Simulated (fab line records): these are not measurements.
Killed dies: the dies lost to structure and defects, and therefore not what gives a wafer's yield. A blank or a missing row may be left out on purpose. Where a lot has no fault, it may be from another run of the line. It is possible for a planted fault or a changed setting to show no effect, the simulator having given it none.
2 desks looking at one fault || flow n5 finfet || only its own numbers are on each desk; what lay behind them is given at the end

AT THE TOOL OWNER'S DESK: litho track-01
The tool's own readings at N5_BEOL_M8_COAT_71 (time 60 s, resist thk 5 nm): means of the sampled wafers that have a number, for each lot that ran on this tool. The brackets show how far a lot's mean lies from the usual mean; more than 4 standard deviations puts the lot out of limits, marked OUT.
Columns: A = heater power total W at N5_BEOL_M8_COAT_71, usual 391.7 W; B = plate temp C at N5_BEOL_M8_COAT_71, usual 204.96 C
{"lot": "L587", "first seen here": "day 10 14:38", "A": 391.5, "B": 205.09}
{"lot": "L590", "first seen here": "day 11 02:54", "A": 392.9, "B": 205.09}
{"lot": "L595", "first seen here": "day 12 02:44", "A": 392.6, "B": 204.94}
{"lot": "L606", "first seen here": "day 15 05:59", "A": "404.4 (+11) OUT", "B": "210.31 (+30) OUT"}
{"lot": "L607", "first seen here": "day 15 15:37", "A": "404.1 (+10) OUT", "B": "210.53 (+31) OUT"}
This desk's verdict: out of limits on L606, L607, starting with L606 at day 15 05:59 (heater power total W at N5_BEOL_M8_COAT_71). In limits: L587, L590, L595.

THE METROLOGY DESK
What the gauges read for every lot (on any tool): the sampled wafers with a number, averaged. The brackets show how far a lot's mean lies from the usual mean; more than 4 standard deviations puts the lot out of limits, marked OUT.
Columns: A = M8_ILD_THK at N5_BEOL_M8_THK_MEAS_01, usual 154.6 nm; B = cd nm at N5_BEOL_M8_CD_MEAS_18, usual 39.8 nm
{"lot": "L586", "first seen here": "day 9 21:44", "A": 155.8, "B": 40.1}
{"lot": "L587", "first seen here": "day 10 08:13", "A": 156.4, "B": 40.0}
{"lot": "L589", "first seen here": "day 10 20:07", "A": 154.4, "B": 39.9}
{"lot": "L590", "first seen here": "day 10 23:23", "A": 155.9, "B": 40.0}
{"lot": "L592", "first seen here": "day 11 09:07", "A": 153.8, "B": 39.8}
{"lot": "L595", "first seen here": "day 11 23:23", "A": 154.9, "B": 40.1}
{"lot": "L594", "first seen here": "day 12 05:55", "A": 152.5, "B": 39.5}
{"lot": "L597", "first seen here": "day 12 11:09", "A": 154.7, "B": 39.0}
{"lot": "L601", "first seen here": "day 13 12:36", "A": 155.1, "B": 39.9}
{"lot": "L606", "first seen here": "day 15 03:19", "A": 150.8, "B": 40.2}
{"lot": "L607", "first seen here": "day 15 10:52", "A": 152.6, "B": 39.2}
This desk's finding: nothing out of limits on any of the 11 lots.

PUT TOGETHER
On L606, L607, at day 15 05:59, an alarm was possible from the tool owner's desk.
At the metrology desk, nothing out of limits was observed.
The metrology desk has L606, L607 on record, within its limits.
All the named lots went through N5_BEOL_M8_COAT_71 on litho track-01.

WHAT THE SIMULATOR PUT IN
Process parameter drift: litho track-01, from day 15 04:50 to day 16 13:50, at N5_BEOL_M8_COAT_71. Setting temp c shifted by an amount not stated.
Struck lots among those shown: L606, L607.
Each desk's first reading out of limits, in hours after the fault started: the tool owner's desk, 1.
